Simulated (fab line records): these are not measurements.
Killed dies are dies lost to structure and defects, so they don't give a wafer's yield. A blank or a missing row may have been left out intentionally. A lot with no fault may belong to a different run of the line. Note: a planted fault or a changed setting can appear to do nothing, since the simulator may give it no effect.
What tool caused it? | flow n5Finfet | 12 lots (36 wafers sampled), 1 step of a 1938-step route

WHAT THE GAUGES READ, wafer by wafer
N5_FIN_SAQP_THK_MEAS_05.
lot  | measured    | on           | thkNm (nm)
L075 | day 2 02:53 | filmMetro-02 | 38.7 38.3 38.9
L077 | day 2 14:40 | filmMetro-01 | 37.9 38.1 38.3
L079 | day 3 02:49 | filmMetro-01 | 37.9 36.6 37.1
L081 | day 3 15:04 | filmMetro-02 | 36.8 38.0 38.6
L083 | day 4 03:14 | filmMetro-01 | 36.1 37.8 36.4
L085 | day 4 17:20 | filmMetro-01 | 37.7 38.3 37.8
L087 | day 5 02:43 | filmMetro-02 | 37.7 38.0 37.1
L089 | day 5 14:59 | filmMetro-01 | 37.5 37.8 38.3
L091 | day 6 02:35 | filmMetro-02 | 37.3 37.4 37.3
L093 | day 6 15:52 | filmMetro-01 | 37.5 37.0 38.5
L095 | day 7 03:01 | filmMetro-02 | 37.0 38.4 37.6
L097 | day 7 15:42 | filmMetro-02 | 37.1 39.4 37.4

WHICH TOOL RAN EACH LOT (tool, then ch and the chambers of the sampled wafers, then the start)
Record: no process step prior to these readings.

THE ANSWER, worked out from the rows above alone
Rule: the lots themselves supply what counts as usual. The widest of any qualifying gaps counts: lots, ordered by their means at a reading, are off when they make up no more than a third of the lots, leave a main group of 4 or more, and stand apart from it by 3 or more times the standard deviation of that group's means. If all means in a main group match to the digits the tables above print for the reading, that group is not used. Also off: a lot with no number at a reading for which 4 or more lots have one. Any other lot the step has rows for is counted as sound.
No lot is off at any reading shown: from this, nothing can be told.

WHAT HAD BEEN PUT IN BY THE SIMULATOR
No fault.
